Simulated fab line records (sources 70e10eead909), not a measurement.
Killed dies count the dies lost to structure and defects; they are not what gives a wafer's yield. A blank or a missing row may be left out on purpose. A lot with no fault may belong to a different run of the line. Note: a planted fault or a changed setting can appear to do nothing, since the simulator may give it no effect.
Problem report, 8D (eight disciplines) form, completed by code    flow nand-harc    the parts of the form that need people (team, actions taken, sign-off) are left out

1. PROBLEM STATEMENT
run-length-s at NHARC_THIN_TSV_ETCH_59 reads a mean of 172.2 s on 3 wafers of 2 lots; wafers without a fault read 159.5 s with a standard deviation of 0.48. Measured from the usual mean, that is +26 standard deviations.
The step: etches the open film in Cl2/BCl3, target depth 880 nm, time 138.1 s.
First seen on wafer L815.2, day 23 14:55, on rie-metal-03. The record holds 36 wafers of 12 lots with a number at this step. Rule for "out" (also "out of limits"): further than 4 standard deviations from the usual mean. All remaining wafers that have a number are taken as sound.

2. WHAT IT IS, WHAT IT ISN'T
question                     is                      is not
which readings at this step  run-length-s            drypump-motor-current-A, throttle-valve-pct
which lots                   L815, L816              L799, L800, L801, L805, L806, L810, L811, L812, L820, L821
which wafers of those lots   L815.2, L816.3, L816.6  L815.3, L815.5, L816.5
read on which tools          rie-metal-03            rie-metal-01, rie-metal-02
when                         from day 23 14:55       up to then (26 sound wafers); but 7 sound wafers of L816, L820, L821 came after

3. THE SUSPECTS, EACH WITH WHAT RULES IT OUT
Counting: if a tool at a process step up to the reading ran every lot that is out, it stays a suspect. Sound lots after the first of them don't rule it out here, since some wafers of a struck lot are sound.
- rie-metal-03 at NHARC_THIN_TSV_ETCH_59 (etches the open film in Cl2/BCl3, target depth 880 nm, time 138.1 s): kept. It ran every lot that is out, first L815 (day 23 14:55). On those wafers its own readings are out: run-length-s.
- At NHARC_THIN_TSV_ETCH_59 on rie-metal-03, chamber 0 took the sound wafers of the same lots and chamber 1 took the wafers that are out.
Left after counting: rie-metal-03 at NHARC_THIN_TSV_ETCH_59.

4. THE CAUSE (what the simulator had put in)
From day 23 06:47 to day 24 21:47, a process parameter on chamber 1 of rie-metal-03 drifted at NHARC_THIN_TSV_ETCH_59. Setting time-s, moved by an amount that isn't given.
Counting left only this tool.

5. THE EFFECT CHAIN, in route order
Rows list readings where the struck wafers' mean (over those with a number) sits beyond 3 standard deviations from the usual. Scope: only readings with a usual standard deviation given in the record; hours: median across lots of the time from each lot's start at the first step in this table that gives one to its start at this step; sigmas: change in usual standard deviations.
hours  step                    reading       usual    on struck wafers  change  sigmas
0      NHARC_THIN_TSV_ETCH_59  run-length-s  159.5 s  172.2             +12.7   +26
Here are the process steps it includes:
- NHARC_THIN_TSV_ETCH_59: etches the open film in Cl2/BCl3, target depth 880 nm, time 138.1 s.

6. WHAT WOULD HAVE CAUGHT IT SOONER
8 hours passed between the start of the fault at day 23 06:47 and the first reading out of limits in this record, taken at day 23 14:55.
